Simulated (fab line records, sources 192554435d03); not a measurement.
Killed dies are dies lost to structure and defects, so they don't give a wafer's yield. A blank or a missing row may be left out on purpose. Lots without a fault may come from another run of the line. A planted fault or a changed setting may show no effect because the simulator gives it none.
Which tool did it? | flow n5_finfet | 8 lots, 23 wafers sampled, at 6 steps of a route of 1938

WHAT THE GAUGES READ, wafer by wafer
N5_BEOL_M15_CD_MEAS_28: target cd 407.6 nm. Usual: cd_nm 407.8 nm, standard deviation 1.3.
lot  | measured     | on        | cd_nm (nm)        | flag
L494 | day 13 06:26 | cd_sem-01 | 405.9 405.3 406.2 |
L497 | day 14 08:31 | cd_sem-01 | 407.1 408.2 408.5 |
L499 | day 14 15:45 | cd_sem-03 | 409.2 407.3 407.9 |
L501 | day 15 00:49 | cd_sem-02 | 407.9 407.7 407.2 |
L502 | day 15 05:14 | cd_sem-02 | 409.5 409.3 408.2 |
L506 | day 16 12:41 | cd_sem-02 | 407.9 409.1 408.4 |
L508 | day 16 16:54 | cd_sem-01 | 407.4 408.0 407.1 |
L513 | day 18 06:14 | cd_sem-03 | 408.4 409.3       |

N5_BEOL_M15_THK_MEAS_50: measures by xrf. Usual: M15_THK 858 nm, standard deviation 11.
lot  | measured     | on            | M15_THK (nm) | flag
L494 | day 13 10:41 | film_metro-01 | 845 860 846  |
L497 | day 14 12:07 | film_metro-02 | 863 859 856  |
L499 | day 14 19:27 | film_metro-02 | 866 871 873  |
L501 | day 15 05:07 | film_metro-02 | 857 852 865  |
L502 | day 15 08:51 | film_metro-02 | 865 863 866  |
L506 | day 16 15:43 | film_metro-01 | 851 859 849  |
L508 | day 16 21:22 | film_metro-01 | 855 862 858  |
L513 | day 18 12:37 | film_metro-02 | 639 849      | OFF

N5_BEOL_M15_RS_MEAS_54: measures by four-point-probe. Usual: M15_RS 0.02162 ohm/sq, standard deviation 0.00026.
lot  | measured     | on            | M15_RS (ohm/sq)         | flag
L494 | day 13 10:49 | film_metro-02 | 0.02173 0.02147 0.02185 |
L497 | day 14 12:16 | film_metro-01 | 0.02161 0.02169 0.02178 |
L499 | day 14 19:34 | film_metro-02 | 0.0216 0.02143 0.0213   |
L501 | day 15 05:15 | film_metro-01 | 0.02163 0.02183 0.02144 |
L502 | day 15 08:59 | film_metro-02 | 0.02162 0.02147 0.02151 |
L506 | day 16 15:50 | film_metro-01 | 0.02178 0.02161 0.02192 |
L508 | day 16 21:29 | film_metro-01 | 0.02197 0.02175 0.02179 |
L513 | day 18 12:44 | film_metro-02 | 0.02925 0.02199         | OFF

N5_BEOL_M15_RC_MEAS_101. Usual: COMB_M10 1.5e-11 S/m, standard deviation 3.1e-12; COMB_M11 1.56e-11 S/m, standard deviation 2.9e-12; COMB_M12 7.3e-12 S/m, standard deviation 1.3e-12; COMB_M13 6e-12 S/m, standard deviation 1.1e-12; COMB_M14 4.7e-12 S/m, standard deviation 7.3e-13; COMB_M5 3.6e-11 S/m, standard deviation 6.9e-12; COMB_M6 2.8e-11 S/m, standard deviation 5.6e-12; COMB_M7 2.6e-11 S/m, standard deviation 5.2e-12; COMB_M7_max_site 3.7e-11 S/m, standard deviation 8.9e-12; COMB_M8 2.7e-11 S/m, standard deviation 4.9e-12; COMB_M9 1.44e-11 S/m, standard deviation 2.9e-12; SERP_M10 3.10 ohm/um, standard deviation 0.07; SERP_M11 3.10 ohm/um, standard deviation 0.068; SERP_M12 0.641 ohm/um, standard deviation 0.011; SERP_M13 0.309 ohm/um, standard deviation 0.0058; SERP_M14 0.1606 ohm/um, standard deviation 0.0025; SERP_M5 38.6 ohm/um, standard deviation 1.5; SERP_M5_max_site 40.1 ohm/um, standard deviation 1.7; SERP_M6 13.9 ohm/um, standard deviation 0.47; SERP_M7 13.8 ohm/um, standard deviation 0.44; SERP_M8 13.9 ohm/um, standard deviation 0.4; SERP_M9 3.08 ohm/um, standard deviation 0.062.
lot  | measured     | on        | COMB_M10 (S/m)          | COMB_M11 (S/m)             | COMB_M12 (S/m)          | COMB_M13 (S/m)          | COMB_M14 (S/m)          | COMB_M5 (S/m)           | COMB_M6 (S/m)           | COMB_M7 (S/m)           | COMB_M7_max_site (S/m)  | COMB_M8 (S/m)           | COMB_M9 (S/m)              | SERP_M10 (ohm/um) | SERP_M11 (ohm/um) | SERP_M12 (ohm/um) | SERP_M13 (ohm/um) | SERP_M14 (ohm/um)    | SERP_M5 (ohm/um) | SERP_M5_max_site (ohm/um) | SERP_M6 (ohm/um) | SERP_M7 (ohm/um) | SERP_M8 (ohm/um) | SERP_M9 (ohm/um) | flag
L494 | day 13 11:01 | prober-01 | 1.7e-11 1.4e-11 1.5e-11 | 1.85e-11 1.74e-11 1.33e-11 | 7.7e-12 6.8e-12 6.4e-12 | 4.9e-12 6.3e-12 5.7e-12 | 5.1e-12 4.7e-12 5.4e-12 | 3.3e-11 3.6e-11 3.9e-11 | 3.8e-11 2.7e-11 2.9e-11 | 2.9e-11 2.4e-11 3.6e-11 | 4e-11 3.9e-11 3.9e-11   | 2.2e-11 2.1e-11 2.6e-11 | 1.25e-11 1.58e-11 1.1e-11  | 3.01 3.01 3.12    | 3.13 3.13 3.09    | 0.654 0.633 0.633 | 0.307 0.316 0.311 | 0.1599 0.1630 0.1592 | 37.4 37.1 39.5   | 38.1 38.0 40.6            | 14.3 13.6 14.0   | 14.0 14.3 14.4   | 13.6 13.1 14.0   | 3.04 3.08 3.13   |
L497 | day 14 12:40 | prober-01 | 1.5e-11 1.7e-11 1.3e-11 | 1.65e-11 1.9e-11 1.7e-11   | 7.1e-12 6.1e-12 8e-12   | 4.6e-12 5.7e-12 5.4e-12 | 4.9e-12 3.4e-12 3.6e-12 | 2.5e-11 2.6e-11 2.8e-11 | 2.2e-11 2.8e-11 2.5e-11 | 3e-11 3.2e-11 2.8e-11   | 4.1e-11 5.3e-11 4.8e-11 | 2.9e-11 2.3e-11 2.5e-11 | 1.46e-11 1.22e-11 1.2e-11  | 2.94 2.96 2.96    | 3.17 3.07 3.10    | 0.631 0.633 0.634 | 0.320 0.315 0.318 | 0.1622 0.1604 0.1622 | 36.1 37.3 37.0   | 37.4 39.7 39.2            | 13.2 13.5 13.7   | 13.4 13.8 13.6   | 13.8 13.5 13.8   | 3.05 3.05 3.05   |
L499 | day 14 19:56 | prober-01 | 2.3e-11 1.9e-11 1.6e-11 | 1.2e-11 1.29e-11 1.6e-11   | 5.6e-12 8.6e-12 7.5e-12 | 5.4e-12 5e-12 4.5e-12   | 4.2e-12 4.1e-12 5e-12   | 4.5e-11 5.1e-11 3.6e-11 | 2.2e-11 2.3e-11 2.1e-11 | 3e-11 2.5e-11 2.3e-11   | 3.5e-11 3.3e-11 2.8e-11 | 2.9e-11 1.7e-11 2.7e-11 | 1.03e-11 1.38e-11 2.07e-11 | 3.08 3.17 3.03    | 3.10 3.08 3.16    | 0.652 0.660 0.635 | 0.301 0.306 0.311 | 0.1591 0.1609 0.1601 | 37.4 38.9 40.0   | 38.9 39.8 41.1            | 12.9 13.3 12.5   | 14.2 13.6 13.2   | 14.9 14.2 13.8   | 3.06 3.15 3.05   |
L501 | day 15 05:18 | prober-02 | 1e-11 2.3e-11 1.7e-11   | 1.85e-11 1.68e-11 1.35e-11 | 6.4e-12 5.5e-12 7.5e-12 | 5.5e-12 6.3e-12 5e-12   | 5.3e-12 4.8e-12 4.8e-12 | 3.5e-11 3e-11 3.4e-11   | 2.2e-11 2.8e-11 2.9e-11 | 3e-11 1.9e-11 3.1e-11   | 3.3e-11 2.6e-11 5.5e-11 | 3.2e-11 3.4e-11 2.9e-11 | 1.08e-11 1.82e-11 1.54e-11 | 2.97 3.06 3.19    | 3.02 3.08 3.08    | 0.646 0.652 0.643 | 0.309 0.308 0.311 | 0.1620 0.1613 0.1627 | 39.1 39.3 39.8   | 41.1 41.4 42.1            | 14.0 13.6 13.7   | 13.5 13.6 13.2   | 14.1 13.2 13.4   | 3.15 3.14 3.11   |
L502 | day 15 09:02 | prober-01 | 1.5e-11 1.8e-11 1.8e-11 | 1.44e-11 1.44e-11 1.91e-11 | 6.9e-12 5.6e-12 6e-12   | 4.6e-12 7.2e-12 5e-12   | 3.9e-12 3.8e-12 3.2e-12 | 2.4e-11 3.3e-11 2.3e-11 | 3.1e-11 2.6e-11 3.8e-11 | 1.7e-11 1.8e-11 2.6e-11 | 2.1e-11 2.6e-11 3.7e-11 | 3.2e-11 2.5e-11 3.6e-11 | 1.34e-11 1.12e-11 1.39e-11 | 3.03 3.09 3.18    | 3.06 3.06 3.06    | 0.635 0.636 0.639 | 0.313 0.306 0.303 | 0.1643 0.1651 0.1623 | 38.7 37.0 35.2   | 40.1 39.0 36.7            | 13.9 14.5 14.2   | 14.5 13.6 13.6   | 13.7 14.1 14.4   | 3.04 3.21 3.13   |
L506 | day 16 15:53 | prober-02 | 1.7e-11 1.9e-11 1.4e-11 | 1.05e-11 1.38e-11 1.01e-11 | 5.9e-12 7.4e-12 5.7e-12 | 5.7e-12 4.7e-12 5.4e-12 | 5.2e-12 3.6e-12 5.4e-12 | 4.3e-11 3.9e-11 4.4e-11 | 3.3e-11 2.2e-11 2.4e-11 | 3e-11 2e-11 1.9e-11     | 3.5e-11 2.3e-11 3.4e-11 | 2.2e-11 2.4e-11 2e-11   | 1.48e-11 1.48e-11 1.28e-11 | 3.12 3.19 3.09    | 3.06 3.20 3.14    | 0.623 0.631 0.624 | 0.310 0.306 0.308 | 0.1626 0.1638 0.1591 | 38.7 41.0 39.6   | 39.6 42.5 40.7            | 13.8 13.7 13.5   | 13.3 13.7 13.5   | 14.3 13.8 13.9   | 2.97 3.05 3.00   |
L508 | day 16 21:41 | prober-01 | 1.7e-11 1.6e-11 1.3e-11 | 1.77e-11 1.72e-11 2.01e-11 | 7e-12 7.6e-12 9.7e-12   | 6.1e-12 5.3e-12 6.5e-12 | 4.1e-12 5.2e-12 5.3e-12 | 5.1e-11 4.4e-11 2.8e-11 | 2.5e-11 3.4e-11 3e-11   | 2e-11 2.8e-11 3.3e-11   | 4e-11 3.2e-11 4.4e-11   | 3.4e-11 2.8e-11 4.2e-11 | 1.12e-11 1.21e-11 1.54e-11 | 3.15 2.94 3.18    | 3.07 3.10 3.08    | 0.628 0.647 0.632 | 0.309 0.304 0.313 | 0.1606 0.1617 0.1582 | 41.1 39.1 41.4   | 42.4 40.6 43.5            | 14.0 13.5 14.3   | 13.0 13.4 13.1   | 14.3 13.8 13.9   | 3.08 3.14 3.14   |
L513 | day 18 12:47 | prober-02 | 1.3e-11 1.2e-11         | 1.2e-11 1.49e-11           | 6.6e-12 7.4e-12         | 6.6e-12 5.8e-12         | 3.5e-12 4e-12           | 3.9e-11 3.7e-11         | 2.7e-11 2.8e-11         | 2.9e-11 2.8e-11         | 4.3e-11 3.6e-11         | 2e-11 3.1e-11           | 2.28e-11 1.73e-11          | 3.09 3.10         | 3.05 3.06         | 0.635 0.649       | 0.313 0.315       | 0.1606 0.1597        | 37.2 37.8        | 38.3 39.2                 | 14.9 14.3        | 13.9 13.9        | 13.6 14.4        | 3.10 3.11        |

WHICH TOOL RAN EACH LOT (tool, then ch and the chambers of the sampled wafers, then the start)
lot  | N5_BEOL_M15_TRENCH_ETCH_34         | N5_BEOL_M15_DEGAS_41
L494 | rie_diel-03 ch 0,3, day 13 06:36   | pvd_sputter-03, day 13 09:28
L497 | rie_diel-03 ch 2,3, day 14 08:42   | pvd_sputter-03, day 14 10:49
L499 | rie_diel-05 ch 1,2, day 14 15:58   | pvd_sputter-01, day 14 18:06
L501 | rie_diel-05 ch 2,3, day 15 02:55   | pvd_sputter-01, day 15 03:47
L502 | rie_diel-05 ch 1,2,3, day 15 05:25 | pvd_sputter-01, day 15 06:55
L506 | rie_diel-03 ch 0,1,3, day 16 12:52 | pvd_sputter-03, day 16 14:16
L508 | rie_diel-03 ch 0,1, day 16 17:05   | pvd_sputter-03, day 16 19:34
L513 | rie_diel-03 ch 0,1, day 18 06:55   | pvd_sputter-01, day 18 11:25
- N5_BEOL_M15_TRENCH_ETCH_34: etches SiO2 in C4F8/O2/Ar, target depth 872.93 nm, time 199 s.
- N5_BEOL_M15_DEGAS_41: time 60 s.

WHAT THE TOOLS THEMSELVES READ (means of the sampled wafers that have a number; where no wafer has one, the mark that the record gives instead)
N5_BEOL_M15_TRENCH_ETCH_34. Usual: chamber_pressure_mTorr 19.999 mTorr, standard deviation 0.018; drypump_motor_current_A 5.7 A, standard deviation 0.38; oes_product_au 0.76 a.u., standard deviation 0.078; rf_vpp_V 2221 V, standard deviation 18; showerhead_plenum_p_Torr 3.43 Torr, standard deviation 0.12; throttle_valve_pct 31.04 %, standard deviation 0.19.
lot  | tool        | chamber_pressure_mTorr (mTorr) | drypump_motor_current_A (A) | oes_product_au (a.u.) | rf_vpp_V (V) | showerhead_plenum_p_Torr (Torr) | throttle_valve_pct (%) | flag
L494 | rie_diel-03 | 20.000                         | 5.7                         | 0.72                  | 2233         | 3.56                            | 31.06                  |
L497 | rie_diel-03 | 19.992                         | 5.6                         | 0.68                  | 2226         | 3.37                            | 31.06                  |
L499 | rie_diel-05 | 20.024                         | 5.7                         | 0.85                  | 2232         | 3.44                            | 30.84                  |
L501 | rie_diel-05 | 19.987                         | 6.3                         | 0.82                  | 2227         | 3.38                            | 31.05                  |
L502 | rie_diel-05 | 19.998                         | 6.0                         | 0.80                  | 2231         | 3.42                            | 31.00                  |
L506 | rie_diel-03 | 20.009                         | 5.7                         | 0.71                  | 2222         | 3.50                            | 31.17                  |
L508 | rie_diel-03 | 20.009                         | 5.8                         | 0.74                  | 2220         | 3.51                            | 31.13                  |
L513 | rie_diel-03 | 19.998                         | 5.8                         | 0.71                  | 2216         | 3.49                            | 31.20                  |

N5_BEOL_M15_DEGAS_41. Usual: heater_power_w 476 W, standard deviation 54.
lot  | tool           | heater_power_w (W) | flag
L494 | pvd_sputter-03 | 441                |
L497 | pvd_sputter-03 | 427                |
L499 | pvd_sputter-01 | 521                |
L501 | pvd_sputter-01 | 523                |
L502 | pvd_sputter-01 | 512                |
L506 | pvd_sputter-03 | 434                |
L508 | pvd_sputter-03 | 404                |
L513 | pvd_sputter-01 | 538                |

THE ANSWER, worked out from the rows above alone
Rule: a lot is off if the mean of its wafers that have a number lies more than 3 standard deviations from the usual mean. A lot without any number at a reading at which 4 lots or more have one is off too. The other lots that the step has rows for count as sound. The gauges are gone through in route order, then the tools' own readings, and for those a lot's mean is taken as printed above. The first step at which some lot is off is used, and at that step the reading that is off furthest; a lot without a number counts as furthest.
Off: L513, at N5_BEOL_M15_THK_MEAS_50 (M15_THK).
A tool fits if, at a process step before that reading, it ran every lot that is off, and no sound lot after the first of them. The gauges at N5_BEOL_M15_THK_MEAS_50 are tried like those tools. Can't be told from this: 3 tools fit, rie_diel-03 at N5_BEOL_M15_TRENCH_ETCH_34, pvd_sputter-01 at N5_BEOL_M15_DEGAS_41, film_metro-02 at N5_BEOL_M15_THK_MEAS_50.

WHAT THE SIMULATOR HAD PUT IN
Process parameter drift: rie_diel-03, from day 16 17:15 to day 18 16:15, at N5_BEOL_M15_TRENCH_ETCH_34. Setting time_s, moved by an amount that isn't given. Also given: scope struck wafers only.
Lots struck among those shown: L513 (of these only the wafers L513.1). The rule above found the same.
